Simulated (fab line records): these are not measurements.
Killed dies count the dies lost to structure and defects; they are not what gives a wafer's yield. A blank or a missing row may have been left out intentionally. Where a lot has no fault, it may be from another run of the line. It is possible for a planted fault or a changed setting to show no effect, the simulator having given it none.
Matching of chambers	flow n5 finfet	ald metal-01 running N5_BEOL_M4_ALD_84: 4 sister chambers
The step deposits TaN, pulse time 2 s, purge time 3 s, co reactant purge time 2 s. 4 wafers are shown with their chamber, then 8 later ones without.

WAFERS WITH THEIR CHAMBER
wafer	chamber	heater power w (W)
L085.5	2	462
L089.4	1	447
L089.5	0	391
L090.1	3	389

WAFERS WITH NO CHAMBER GIVEN
wafer	heater power w (W)
L090.3	401
L090.5	401
L091.3	409
L091.5	467
L091.6	394
L094.3	450
L094.5	435
L094.6	385

WHICH CHAMBER EACH WENT THROUGH
wafer	from the rows above	in truth
L090.3	can't be placed: 0 or 3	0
L090.5	can't be placed: 0 or 3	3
L091.3	can't be placed: 0 or 3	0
L091.5	can't be placed: 2 or 1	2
L091.6	can't be placed: 0 or 3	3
L094.3	can't be placed: 1 or 2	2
L094.5	can't be placed: 1 or 2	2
L094.6	can't be placed: 3 or 0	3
0 of 8 placed correctly. From these rows, 8 cannot be placed; in 8 the true chamber is one of the candidates. 0 placed wrongly.
How it was worked out, from the rows above alone: a wafer's distance from a chamber is the root of the sum, over the readings, of the square of ((its reading less the chamber's mean) divided by the reading's scatter). If the next closest chamber is less than 2 further off than the closest, the wafer can't be placed; otherwise it belongs to the closest. Each chamber's mean is taken over the wafers shown for it. The scatter: with one shown wafer a chamber, the root of the mean of the squares of how far each hidden wafer lies from its nearest shown one.
